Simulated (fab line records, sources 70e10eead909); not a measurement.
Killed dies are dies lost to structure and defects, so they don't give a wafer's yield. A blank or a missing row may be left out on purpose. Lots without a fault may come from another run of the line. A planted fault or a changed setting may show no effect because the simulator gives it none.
Chamber matching | flow nand_harc | NHARC_A_CONTACT_ETCH_91 on rie_diel-11: 4 sister chambers
The step etches the open film in CH3F/O2, target depth 40 nm, time 85.7 s. 20 wafers are shown with their chamber, then 10 later ones without.

WAFERS WITH THEIR CHAMBER
wafer  | chamber | showerhead_plenum_p_Torr (Torr) | drypump_motor_current_A (A) | rf_vpp_V (V)
L075.1 | 1       | 2.30                            | 6.0                         | 239.8
L075.4 | 0       | 2.60                            | 5.4                         | 246.8
L075.5 | 1       | 2.30                            | 6.0                         | 242.5
L074.2 | 0       | 2.60                            | 5.4                         | 246.7
L074.5 | 3       | 2.56                            | 5.1                         | 245.3
L074.6 | 2       | 2.32                            | 5.8                         | 243.5
L076.1 | 1       | 2.30                            | 6.1                         | 242.5
L076.3 | 3       | 2.56                            | 5.0                         | 247.0
L076.5 | 1       | 2.30                            | 6.0                         | 241.7
L077.1 | 2       | 2.32                            | 5.8                         | 241.6
L077.3 | 3       | 2.56                            | 5.1                         | 246.7
L077.6 | 3       | 2.56                            | 5.0                         | 245.9
L079.1 | 3       | 2.56                            | 5.1                         | 246.6
L079.3 | 1       | 2.30                            | 6.1                         | 242.5
L079.5 | 1       | 2.30                            | 6.1                         | 241.4
L081.2 | 3       | 2.55                            | 5.1                         | 247.3
L081.3 | 1       | 2.29                            | 6.1                         | 241.8
L081.5 | 0       | 2.60                            | 5.4                         | 245.3
L082.2 | 2       | 2.32                            | 5.9                         | 242.4
L082.5 | 0       | 2.59                            | 5.4                         | 246.7

SIGNATURES (means of the wafers above)
reading                  | chamber 0 | chamber 1 | chamber 2 | chamber 3 | scatter within a chamber
showerhead_plenum_p_Torr | 2.5975    | 2.2986    | 2.3200    | 2.5583    | 0.00391
drypump_motor_current_A  | 5.400     | 6.057     | 5.833     | 5.067     | 0.0482
rf_vpp_V                 | 246.375   | 241.743   | 242.500   | 246.467   | 0.856
Rule: a wafer's distance from a chamber is the root of the sum, over the readings, of the square of ((its reading less the chamber's mean) divided by the reading's scatter). The wafer belongs to the nearest chamber; if the next one is less than 2 further off, it can't be placed. The scatter: the root of (the sum of the squares of (reading less its chamber's mean) over the shown wafers, divided by (wafers less chambers)).

WAFERS WITHOUT THEIR CHAMBER
wafer  | showerhead_plenum_p_Torr (Torr) | drypump_motor_current_A (A) | rf_vpp_V (V)
L082.6 | 2.55                            | 5.1                         | 245.8
L087.1 | 2.29                            | 6.1                         | 242.5
L087.2 | 2.32                            | 5.9                         | 241.4
L087.3 | 2.55                            | 5.1                         | 247.2
L091.1 | 2.32                            | 5.8                         | 243.3
L091.3 | 2.55                            | 5.1                         | 246.1
L091.5 | 2.59                            | 5.4                         | 246.4
L088.1 | 2.32                            | 5.8                         | 242.7
L088.2 | 2.59                            | 5.4                         | 245.8
L088.3 | 2.29                            | 6.0                         | 242.8

WHICH CHAMBER EACH WENT THROUGH
wafer  | from the rows above | in truth
L082.6 | 3                   | 3
L087.1 | 1                   | 1
L087.2 | 2                   | 2
L087.3 | 3                   | 3
L091.1 | 2                   | 2
L091.3 | 3                   | 3
L091.5 | 0                   | 0
L088.1 | 2                   | 2
L088.2 | 0                   | 0
L088.3 | 1                   | 1
Placed correctly: 10 of 10. Can't be placed from these rows: 0. Placed wrongly: 0.
